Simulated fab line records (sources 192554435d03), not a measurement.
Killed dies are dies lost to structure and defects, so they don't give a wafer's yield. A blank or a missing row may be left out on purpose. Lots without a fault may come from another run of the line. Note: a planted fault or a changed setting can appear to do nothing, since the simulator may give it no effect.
Comparing a struck lot with a sound one	flow n5Finfet	16 steps out of a route of 1938
Sound: wafers L762.1, L762.3, L762.4. The struck wafers were L768.2, L768.4, L768.5. The cause comes at the end.
At each step with rows: each side's tool, then ch and its chambers, then its first start. Under that, the readings that differ: sound wafers	struck wafers	difference of the means	sigmas: that difference in standard deviations of wafers without a fault.
alike: a reading whose means differ by less than 2 such deviations, as well as words and numbers matching on both sides. not compared: withheld readings; readings where some wafer has no value; bounds like >300 that might hide an equal value; numbers whose values overlap and for which the record gives no deviation.
Wherever a step has rows on one side only, a row that says differs or no value, or a row with sigmas, the two part there. Numbers that have no deviation but don't overlap get no sigmas and don't part them. A reading that every wafer of one side lacks parts them only if that side has two wafers or more.

first, 4 steps without rows for these wafers: N5_HKMG_FIN_SOFTBAKE_07 (time 60 s); N5_HKMG_FIN_EXPOSE_09 (exposes mask NWFM); N5_HKMG_FIN_PEB_10 (peb time 60 s); N5_HKMG_FIN_DEVELOP_11 (develop time 30 s).
N5_HKMG_FIN_CD_MEAS_12 targets a cd of 92.8 nm.
  sound on cdSem-01 ch 0, day 4 03:15; struck on cdSem-03 ch 0, day 5 13:46
  alike: cdNm
N5_HKMG_FIN_OVL_MEAS_13:
  sound on overlay-02 ch 0, day 4 03:17; struck on overlay-02 ch 0, day 5 13:47
  alike: NWFM_OVL
N5_HKMG_FIN_INSPECT_14: inspects for defects (macro).
  sound on defectInspect-02, day 4 03:18; struck on defectInspect-02, day 5 13:49
  alike: rawDefectCount
N5_HKMG_FIN_DESCUM_17: chemistry O2, time 7.9 s.
  sound on rieDiel-06 ch 0,1,2, day 4 03:20; struck on rieDiel-06 ch 1,2,3, day 5 14:31
  alike: drypumpMotorCurrentA, oesProductAu, rfVppV, showerheadPlenumPTorr, throttleValvePct
  not compared: rfHoursCounterH
N5_HKMG_FIN_ETCH_31: etches SiARC in CF4, target depth 45.5 nm, time 75.8 s.
  sound on rieDiel-06 ch 0,1,2, day 4 03:22; struck on rieDiel-06 ch 1,2,3, day 5 14:34
  alike: biasW, drypumpMotorCurrentA, etchRfOnTimeS, oesProductAu, rfVppV, showerheadPlenumPTorr, throttleValvePct
  not compared: rfHoursCounterH
N5_HKMG_FIN_ETCH_32: etches SOC in N2/H2, target depth 240 nm, time 300 s.
  sound on rieDiel-06 ch 0,1,2, day 4 03:26; struck on rieDiel-06 ch 1,2,3, day 5 14:37
  alike: biasW, drypumpMotorCurrentA, oesProductAu, rfVppV, showerheadPlenumPTorr, throttleValvePct
  not compared: rfHoursCounterH
then, 1 step without rows for these wafers: N5_HKMG_FIN_STRIP_33 (strips in N2/H2).
N5_HKMG_FIN_STRIP_34: strips in CF4.
  sound on rieDiel-06 ch 0,1,2, day 4 03:37; struck on rieDiel-06 ch 1,2,3, day 5 14:48
  alike: drypumpMotorCurrentA, oesProductAu, rfVppV, showerheadPlenumPTorr, throttleValvePct
  not compared: rfHoursCounterH
N5_HKMG_FIN_ETCH_35: etches SOC in N2/H2, target depth 215.8 nm, time 243.4 s.
  sound on rieDiel-06 ch 0,1,2, day 4 03:38; struck on rieDiel-06 ch 1,2,3, day 5 14:49
reading	sound	struck	difference	sigmas
biasW (W)	4.976 5.021 4.993	4.822 4.823 4.827	-0.173	-11
rfVppV (V)	143.3 140.9 140.5	137.5 139.1 138.5	-3.2	-3
  alike: drypumpMotorCurrentA, oesProductAu, showerheadPlenumPTorr, throttleValvePct
  not compared: rfHoursCounterH
N5_HKMG_FIN_STRIP_92: strips SOC in N2/H2, time 20 s.
  sound on rieDiel-06 ch 0,1,2, day 4 03:47; struck on rieDiel-06 ch 1,2,3, day 5 14:58
  alike: drypumpMotorCurrentA, oesProductAu, rfVppV, showerheadPlenumPTorr, throttleValvePct
  not compared: rfHoursCounterH
-- record jumps: 4 days separate the struck wafers' starts on either side; left off in module HKMG_FIN, taken up again in module BEOL_M4, whose first shown step is the route's number 1111 --
N5_BEOL_M4_RC_MEAS_101:
  sound on prober-01 ch 0, day 8 00:06; struck on prober-01 ch 0, day 9 09:42
  alike: DIBL_N, DIBL_P, IOFF_N, IOFF_P, ION_N, ION_P, SS_N, SS_P, VT_N, VT_P
-- here the record skips 4 days between the struck wafers' starts before and after, leaving off in module BEOL_M4 and picking up in module PASSIVATION (first step shown: number 1936 of the route) --
N5_PASSIVATION_PROBE_49:
  sound on prober-02, day 12 10:52; struck on prober-02, day 13 15:37
  alike: defectLimitedYield, killed_at_M0_to_M3, killed_at_M4_up, killedAtContacts, killedAtFrontEnd, killedAtOther, killedDies, killedOnRim, killedOpen, killedShort, sort_bin_5_function, sort_bin_6_memory, sortNPass, sortYieldPct

WHERE THEY PART
Only at N5_HKMG_FIN_ETCH_35, within this record. Later steps at which nothing parts them and some readings are alike: N5_HKMG_FIN_STRIP_92, N5_BEOL_M4_RC_MEAS_101, N5_PASSIVATION_PROBE_49.

WHY: what had been put in by the simulator
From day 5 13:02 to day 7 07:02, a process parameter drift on rieDiel-06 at N5_HKMG_FIN_ETCH_35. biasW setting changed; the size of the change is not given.
